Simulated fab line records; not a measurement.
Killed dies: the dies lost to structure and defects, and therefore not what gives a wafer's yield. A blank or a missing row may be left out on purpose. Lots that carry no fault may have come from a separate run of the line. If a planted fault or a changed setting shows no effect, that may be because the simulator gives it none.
Matching of chambers / flow n5 finfet / 3 sister chambers for N5_GATE_CUT_HM_DEP_46 on pecvd-03
The step deposits SiO2 from TEOS/O2, target thk 130 nm, time 26.6 s. 16 wafers are shown with their chamber, then 8 later ones without.

WAFERS WITH THEIR CHAMBER
wafer=L075.2; chamber=2; throttle valve pct (%)=17.3; showerhead plenum p Torr (Torr)=8.323; heater power w (W)=636
wafer=L075.3; chamber=1; throttle valve pct (%)=19.4; showerhead plenum p Torr (Torr)=8.305; heater power w (W)=551
wafer=L075.4; chamber=2; throttle valve pct (%)=17.5; showerhead plenum p Torr (Torr)=8.312; heater power w (W)=634
wafer=L076.2; chamber=2; throttle valve pct (%)=17.2; showerhead plenum p Torr (Torr)=8.304; heater power w (W)=594
wafer=L076.4; chamber=1; throttle valve pct (%)=19.4; showerhead plenum p Torr (Torr)=8.323; heater power w (W)=617
wafer=L076.6; chamber=0; throttle valve pct (%)=19.9; showerhead plenum p Torr (Torr)=8.406; heater power w (W)=546
wafer=L080.2; chamber=1; throttle valve pct (%)=19.1; showerhead plenum p Torr (Torr)=8.305; heater power w (W)=505
wafer=L080.4; chamber=1; throttle valve pct (%)=18.9; showerhead plenum p Torr (Torr)=8.296; heater power w (W)=518
wafer=L080.5; chamber=0; throttle valve pct (%)=19.8; showerhead plenum p Torr (Torr)=8.371; heater power w (W)=483
wafer=L081.3; chamber=2; throttle valve pct (%)=17.2; showerhead plenum p Torr (Torr)=8.289; heater power w (W)=588
wafer=L081.5; chamber=2; throttle valve pct (%)=17.5; showerhead plenum p Torr (Torr)=8.310; heater power w (W)=596
wafer=L081.6; chamber=1; throttle valve pct (%)=19.2; showerhead plenum p Torr (Torr)=8.309; heater power w (W)=564
wafer=L084.1; chamber=2; throttle valve pct (%)=17.5; showerhead plenum p Torr (Torr)=8.323; heater power w (W)=626
wafer=L084.4; chamber=0; throttle valve pct (%)=19.7; showerhead plenum p Torr (Torr)=8.398; heater power w (W)=567
wafer=L084.5; chamber=2; throttle valve pct (%)=17.1; showerhead plenum p Torr (Torr)=8.287; heater power w (W)=615
wafer=L092.1; chamber=0; throttle valve pct (%)=19.7; showerhead plenum p Torr (Torr)=8.379; heater power w (W)=502

SIGNATURES, as means of the wafers listed above
reading=throttle valve pct; chamber 0=19.775; chamber 1=19.200; chamber 2=17.329; scatter within a chamber=0.171
reading=showerhead plenum p Torr; chamber 0=8.38850; chamber 1=8.30760; chamber 2=8.30686; scatter within a chamber=0.0138
reading=heater power w; chamber 0=524.50; chamber 1=551.00; chamber 2=612.71; scatter within a chamber=33.6
Rule: a wafer's distance from a chamber is the root of the sum, over the readings, of the square of ((its reading less the chamber's mean) divided by the reading's scatter). The wafer belongs to the nearest chamber; if the next one is less than 2 further off, it can't be placed. How the scatter is found: for the shown wafers, subtract from each reading the mean of its chamber, square and add these, divide the total by (wafers less chambers), then take the root.

WAFERS WITHOUT THEIR CHAMBER
wafer=L092.2; throttle valve pct (%)=19.2; showerhead plenum p Torr (Torr)=8.302; heater power w (W)=535
wafer=L092.3; throttle valve pct (%)=17.4; showerhead plenum p Torr (Torr)=8.318; heater power w (W)=565
wafer=L092.4; throttle valve pct (%)=19.4; showerhead plenum p Torr (Torr)=8.313; heater power w (W)=541
wafer=L092.5; throttle valve pct (%)=20.0; showerhead plenum p Torr (Torr)=8.390; heater power w (W)=509
wafer=L092.6; throttle valve pct (%)=17.6; showerhead plenum p Torr (Torr)=8.310; heater power w (W)=574
wafer=L096.1; throttle valve pct (%)=18.9; showerhead plenum p Torr (Torr)=8.300; heater power w (W)=659
wafer=L096.2; throttle valve pct (%)=17.5; showerhead plenum p Torr (Torr)=8.325; heater power w (W)=658
wafer=L096.5; throttle valve pct (%)=20.1; showerhead plenum p Torr (Torr)=8.400; heater power w (W)=506

CHAMBER TAKEN BY EACH
wafer=L092.2; from the rows above=1; in truth=1
wafer=L092.3; from the rows above=2; in truth=2
wafer=L092.4; from the rows above=1; in truth=1
wafer=L092.5; from the rows above=0; in truth=0
wafer=L092.6; from the rows above=2; in truth=2
wafer=L096.1; from the rows above=1; in truth=1
wafer=L096.2; from the rows above=2; in truth=2
wafer=L096.5; from the rows above=0; in truth=0
8 of 8 placed correctly. Not placeable from these rows: 0. Wrongly placed: 0.
